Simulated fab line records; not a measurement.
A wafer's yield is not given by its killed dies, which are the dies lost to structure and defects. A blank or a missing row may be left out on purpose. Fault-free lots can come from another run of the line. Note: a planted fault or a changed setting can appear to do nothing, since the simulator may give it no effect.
Split-lot study | flow n5Finfet | 7 lots, 21 wafers read, on a route of 1938 steps

== ON THE SPLIT ==
At N5_BEOL_M4_DESCUM_33 (chemistry O2, time 7 s), the setting timeS was moved away from the recipe's 7 s on 9 of the 21 wafers read, by -21.5% to +21.8%. This setting was run at the recipe's value on the other wafers.

== FROM THE SPLIT TO THE READING: what the file shows between them, 3 steps ==
- N5_BEOL_M4_ETCH_77: etches underlayer in N2/H2, target depth 6.5 nm, time 5.2 s
- N5_BEOL_M4_ETCH_69: etches SiARC in CF4, target depth 15.6 nm, time 26 s
- N5_BEOL_M4_ALD_98: deposits SiO2, target thk 2.5 nm, pulse time 1 s, co reactant pulse time 1 s

== THE READING ==
CAR-EUV_of_BEOL_M4_COAT_22.thkNm (the simulator's own value, which no gauge read), in nm, at N5_BEOL_M4_ETCHBACK_99 (etches SiO2 in CHF3, target depth 5 nm, time 10.4 s). The file does not state a usual value for it. Average 10.4 nm, standard deviation 0.12 nm, over the 12 wafers here run with the recipe.

wafer  | tool, chamber at the split | timeS as run, s | against the recipe | CAR-EUV_of_BEOL_M4_COAT_22.thkNm, nm | against lot-mates on the recipe
L080.4 | rieDiel-05, 1              | 6.577           | -6.0%              | 10.6                                 | +0.4
L080.5 | rieDiel-05, 3              | 7               | recipe             | 10.2                                 | -
L080.6 | rieDiel-05, 0              | 7               | recipe             | 10.2                                 | -
L084.2 | rieDiel-01, 3,0            | 5.715           | -18.4%             | 11.2                                 | +0.8
L084.4 | rieDiel-01, 3,0            | 5.715           | -18.4%             | 11.2                                 | +0.8
L084.5 | rieDiel-01, 3              | 7               | recipe             | 10.4                                 | -
L086.1 | rieDiel-01, 2              | 5.493           | -21.5%             | 11.2                                 | +0.8
L086.2 | rieDiel-01, 3,1            | 7               | recipe             | 10.4                                 | -
L086.3 | rieDiel-01, 3,1            | 7               | recipe             | 10.4                                 | -
L092.2 | rieDiel-05, 0,1,2          | 7               | recipe             | 10.4                                 | -
L092.4 | rieDiel-05, 0,1,2          | 7               | recipe             | 10.4                                 | -
L092.5 | rieDiel-05, 0,1,2          | 7               | recipe             | 10.4                                 | -
L093.3 | rieDiel-05, 2,3            | 8.071           | +15.3%             | 9.8                                  | -0.8
L093.4 | rieDiel-05, 2,3            | 8.071           | +15.3%             | 9.8                                  | -0.8
L093.6 | rieDiel-05, 2              | 7               | recipe             | 10.6                                 | -
L094.1 | rieDiel-01, 0              | 7               | recipe             | 10.4                                 | -
L094.6 | rieDiel-01, 3              | 7               | recipe             | 10.4                                 | -
L094.5 | rieDiel-01, 2              | 8.527           | +21.8%             | 9.8                                  | -0.6
L097.2 | rieDiel-01, 3              | 8.415           | +20.2%             | 9.6                                  | -1.0
L097.4 | rieDiel-01, 0              | 8.415           | +20.2%             | 9.8                                  | -0.8
L097.6 | rieDiel-01, 2              | 7               | recipe             | 10.6                                 | -
Where a row lists several chambers, the file gives one row for several wafers and doesn't say which wafer went through which chamber.

THE FIT
A straight line over all 21 wafers: CAR-EUV_of_BEOL_M4_COAT_22.thkNm changes by -0.0369 nm for each +1% of timeS; r = -0.97; the points scatter about the line by 0.11 nm.
The same after taking each lot's own level away (the mean of its wafers on the recipe; 21 wafers): -0.0419 nm for each +1%; r = -0.98; scatter 0.1 nm.
Per that fit: largest timeS move, reading shift of 0.91 nm.
Measured against the standard deviation above, the lots' own levels, which go from 10.20 to 10.60 nm, span 3.5 times it.
So the slope is not independent of the lot-to-lot level: the two fits are not the same.
Check: with one of the wafers moved furthest among these (+21.8%) left out of the fit, the line predicts -0.989 nm for it against its lot-mates. It came out at -0.6 nm against them.

== THE WHOLE CHAIN: every reading that the file lists as answering this split, in the file's order ==
step                   | what it does                                                | reading                                                                           | change (the file's fit)                | r (the file's)
N5_BEOL_M4_DESCUM_33   | chemistry O2, time 7 s                                      | CAR-EUV_of_BEOL_M4_COAT_22.thkNm (the simulator's own value, which no gauge read) | -0.0361 nm for each +1% of the setting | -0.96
N5_BEOL_M4_ETCH_77     | etches underlayer in N2/H2, target depth 6.5 nm, time 5.2 s | CAR-EUV_of_BEOL_M4_COAT_22.thkNm (the simulator's own value, which no gauge read) | -0.0385 nm for each +1% of the setting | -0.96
N5_BEOL_M4_ETCH_69     | etches SiARC in CF4, target depth 15.6 nm, time 26 s        | CAR-EUV_of_BEOL_M4_COAT_22.thkNm (the simulator's own value, which no gauge read) | -0.0368 nm for each +1% of the setting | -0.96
N5_BEOL_M4_ETCHBACK_99 | etches SiO2 in CHF3, target depth 5 nm, time 10.4 s         | CAR-EUV_of_BEOL_M4_COAT_22.thkNm (the simulator's own value, which no gauge read) | -0.0398 nm for each +1% of the setting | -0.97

== FILE'S OWN FIT ==
CAR-EUV_of_BEOL_M4_COAT_22.thkNm changes by -0.0398 nm for each +1% of timeS, r = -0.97.
